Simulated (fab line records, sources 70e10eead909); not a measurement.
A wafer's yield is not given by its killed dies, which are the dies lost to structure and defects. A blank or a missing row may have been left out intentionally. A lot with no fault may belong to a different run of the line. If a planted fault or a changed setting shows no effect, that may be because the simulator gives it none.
2 desks, one fault || flow nand harc || only its own numbers are on each desk; what lay behind them is given at the end

== THE TOOL OWNER'S DESK: rie diel-04 ==
The tool's own readings at NHARC_A_M1_ETCH_28 (etches the open film in CF4/N2, target depth 30 nm, time 72.99 s): means of the sampled wafers that have a number, for each lot that ran on this tool. A lot is out of limits, marked OUT, if its mean lies more than 4 standard deviations from the usual mean; the brackets give that distance. It has 8 readings, of which 7 appear: the earliest out of limits, and the ones furthest out on some lot.
Columns: A = cf4 flow sccm at NHARC_A_M1_ETCH_28, usual 49.98 sccm; B = drypump motor current A at NHARC_A_M1_ETCH_28, usual 5.7 A; C = oes product au at NHARC_A_M1_ETCH_28, usual 0.999 a.u.; D = rf vpp V at NHARC_A_M1_ETCH_28, usual 314.5 V; E = run length s at NHARC_A_M1_ETCH_28, usual 94.3 s; F = showerhead plenum p Torr at NHARC_A_M1_ETCH_28, usual 2.64 Torr; G = throttle valve pct at NHARC_A_M1_ETCH_28, usual 19.794 %
{"lot": "L848", "first seen here": "day 23 16:38", "A": 50.06, "B": 6.0, "C": 0.993, "D": 316.2, "E": 94.1, "F": 2.75, "G": 19.801}
{"lot": "L861", "first seen here": "day 29 02:28", "A": 50.02, "B": 6.0, "C": 0.991, "D": 316.3, "E": "79.1 (-38) OUT", "F": 2.75, "G": 19.788}
{"lot": "L864", "first seen here": "day 29 08:40", "A": 50.05, "B": 5.7, "C": 0.992, "D": 315.3, "E": "86.9 (-18) OUT", "F": 2.71, "G": 19.798}
This desk's verdict: out of limits on L861, L864, starting with L861 at day 29 02:28 (run length s at NHARC_A_M1_ETCH_28). L848 stayed within limits.

== FROM THE METROLOGY DESK ==
Means of the sampled wafers that have a number, per lot and without regard to the tool the lot ran on: this is what the gauges read. A lot is out of limits, marked OUT, if its mean lies more than 4 standard deviations from the usual mean; the brackets give that distance.
Columns: A = overlay x nm at NHARC_A_M1_OVL_MEAS_10, usual 0.0 nm; B = overlay y nm at NHARC_A_M1_OVL_MEAS_10, usual 0.0 nm
{"lot": "L847", "first seen here": "day 23 05:10", "A": 0.5, "B": 0.1}
{"lot": "L848", "first seen here": "day 23 15:54", "A": 1.3, "B": -1.7}
{"lot": "L850", "first seen here": "day 24 00:34", "A": -0.2, "B": 0.2}
{"lot": "L849", "first seen here": "day 24 05:56", "A": 0.1, "B": 0.7}
{"lot": "L852", "first seen here": "day 24 11:25", "A": -0.1, "B": 0.8}
{"lot": "L851", "first seen here": "day 24 14:02", "A": 0.0, "B": -0.9}
{"lot": "L853", "first seen here": "day 25 04:18", "A": -0.4, "B": 0.2}
{"lot": "L854", "first seen here": "day 26 11:43", "A": 1.8, "B": 0.2}
{"lot": "L861", "first seen here": "day 29 01:45", "A": -0.1, "B": -0.2}
{"lot": "L864", "first seen here": "day 29 07:54", "A": -0.5, "B": -0.5}
{"lot": "L866", "first seen here": "day 30 12:39", "A": 0.9, "B": 0.9}
{"lot": "L869", "first seen here": "day 32 01:52", "A": 0.4, "B": 0.2}
{"lot": "L870", "first seen here": "day 32 03:05", "A": -0.8, "B": 0.9}
This desk's verdict: no lot among the 13 shows anything out of limits.

== BROUGHT TOGETHER ==
An alarm could have come from the tool owner's desk at day 29 02:28, on L861, L864.
From the metrology desk's view, nothing was out of limits.
The metrology desk has L861, L864 on record, within its limits.
The lots listed all ran NHARC_A_M1_ETCH_28 on rie diel-04.

== WHAT THE SIMULATOR HAD INSERTED ==
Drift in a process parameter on rie diel-04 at NHARC_A_M1_ETCH_28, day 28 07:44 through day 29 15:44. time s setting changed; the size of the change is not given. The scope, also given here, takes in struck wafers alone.
Lots struck among those shown: L861, L864.
Hours from the fault's start to each desk's first reading out of limits: the tool owner's desk, 19.
